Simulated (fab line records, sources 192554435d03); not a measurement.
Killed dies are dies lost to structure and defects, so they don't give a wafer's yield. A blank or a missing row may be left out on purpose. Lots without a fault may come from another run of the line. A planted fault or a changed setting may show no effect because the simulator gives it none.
A struck lot beside a sound one | flow n5_finfet | 37 steps out of a route of 1938
Sound: wafers L215.1, L215.2, L215.5. Struck: wafer L203.5. (L203.4, L203.6 of the same lot were not struck and are left out.) The cause comes at the end.
At each step with rows: each side's tool, then ch and its chambers, then its first start. Under that, the readings that differ: sound wafers | struck wafers | difference of the means | sigmas: that difference in standard deviations of wafers without a fault.
alike: readings whose means differ by less than 2 such deviations, and words and numbers that are the same on both sides. not compared: withheld readings, readings that some wafer has no value for, bounds like >300 that may hide the same value, and numbers for which the record gives no deviation and whose values overlap.
The two part at a step that has a row with sigmas, a row that says differs or no value, or rows on one side only. Numbers that don't overlap but have no deviation are shown without sigmas and don't part them. A reading that every wafer of one side lacks parts them only if that side has two wafers or more.

first, 9 steps without rows for these wafers: N5_STI_FIN_REVEAL_STRIP_35 (strips Si3N4 in H3PO4, target depth 4 nm, time 39 s); N5_STI_FIN_REVEAL_SRD_21 (time 30 s); N5_STI_FIN_REVEAL_OXIDATION_33 (chemistry O2 PLASMA REMOTE, time 20 s); N5_STI_FIN_REVEAL_CLEAN_19 (cleans in O3/DIW, time 120 s); N5_STI_FIN_REVEAL_SRD_23 (time 30 s); N5_STI_FIN_REVEAL_PRECLEAN_18 (cleans in SC2, time 45 s); N5_STI_FIN_REVEAL_SRD_28 (time 30 s); N5_DUMMY_GATE_PRECLEAN_00 (cleans in O3/DIW, time 60 s); N5_DUMMY_GATE_SRD_01 (time 30 s).
N5_DUMMY_GATE_ALD_02: deposits SiO2, target thk 2 nm, pulse time 1 s.
  sound on ald_sin-01 ch 0,2,3, day 7 20:54; struck on ald_sin-01 ch 3, day 4 20:04
  reading                                     | sound | struck | difference | sigmas
  model.SiO2_of_DUMMY_GATE_ALD_02.thk_nm (nm) | 2 2 2 | 1.6    | -0.4       |
  alike: heater_power_w, precursor_pulse_height_rel
then, 24 steps without rows for these wafers: N5_DUMMY_GATE_CVD_03 (deposits a-Si from SiH4, target thk 150 nm, time 8042 s); N5_DUMMY_GATE_PRECLEAN_46 (cleans in DIW, time 89.5 s); N5_DUMMY_GATE_SRD_47 (dry time 32 s); N5_DUMMY_GATE_CMP_04 (polishes a-Si); N5_DUMMY_GATE_HM_DEP_06 (deposits SiNx from DCS/NH3, target thk 80 nm, time 5141 s); N5_DUMMY_GATE_PECVD_30 (deposits SiO2 from TEOS/O2, target thk 55 nm, time 10.8 s); N5_DUMMY_GATE_COAT_34 (time 60 s, resist thk 60 nm); N5_DUMMY_GATE_COAT_35 (time 60 s, resist thk 10 nm); N5_DUMMY_GATE_COAT_28 (time 60 s, resist thk 10 nm); N5_DUMMY_GATE_COAT_09 (resist thk 30 nm); N5_DUMMY_GATE_EBR_11; N5_DUMMY_GATE_SOFTBAKE_10 (time 60 s); N5_DUMMY_GATE_EXPOSE_12 (exposes mask GATE, target cd 25 nm); N5_DUMMY_GATE_PEB_13 (peb time 60 s); N5_DUMMY_GATE_DEVELOP_14 (develop time 30 s); N5_DUMMY_GATE_DESCUM_20 (chemistry O2, time 6.2 s); N5_DUMMY_GATE_ETCH_29 (etches underlayer in N2/H2, target depth 13 nm); N5_DUMMY_GATE_ETCH_36 (etches SiARC in CF4, target depth 13 nm); N5_DUMMY_GATE_ETCH_37 (etches SOC in N2/H2, target depth 60 nm, overetch 30 nm); N5_DUMMY_GATE_STRIP_38 (strips in N2/H2); N5_DUMMY_GATE_STRIP_39 (strips in N2/H2); N5_DUMMY_GATE_TRIM_49 (chemistry O2, time 29 s, target cd 14 nm); N5_DUMMY_GATE_STRIP_40 (strips in CF4); N5_DUMMY_GATE_ETCH_31 (etches SiO2 in C4F6/O2, target depth 82.5 nm, time 27.5 s).
N5_DUMMY_GATE_ETCH_44: etches poly-Si in HBr/O2, stops on SiO2, target depth 127.5 nm.
  sound on rie_si-03 ch 1,2,3, day 8 06:14; struck on rie_si-02 ch 2, day 5 05:22
  reading                                     | sound       | struck | difference | sigmas
  drypump_motor_current_A (A)                 | 5.2 5.4 5.7 | 6.4    | +1.0       | +2
  model.SiO2_of_DUMMY_GATE_ALD_02.thk_nm (nm) | 2 2 2       | 1.6    | -0.4       |
  alike: oes_product_au, throttle_valve_pct
  not compared: rf_hours_counter_h
-- the record jumps here: 5 days lie between the struck wafers' starts before and after (it left off in module DUMMY_GATE and takes up again in module BEOL_M4, whose first step shown is number 1111 of the route) --
N5_BEOL_M4_RC_MEAS_101:
  sound on prober-02 ch 0, day 12 21:54; struck on prober-02 ch 0, day 10 03:43
  alike: DIBL_N, DIBL_P, IOFF_N, IOFF_P, ION_N, ION_P, SS_N, SS_P, VT_N, VT_P
then, 1 step without rows for these wafers: N5_PASSIVATION_PROBE_49.

WHERE THEY PART
Only at N5_DUMMY_GATE_ETCH_44, within this record. Later steps at which nothing parts them and some readings are alike: N5_BEOL_M4_RC_MEAS_101.

WHY: what the simulator had put in
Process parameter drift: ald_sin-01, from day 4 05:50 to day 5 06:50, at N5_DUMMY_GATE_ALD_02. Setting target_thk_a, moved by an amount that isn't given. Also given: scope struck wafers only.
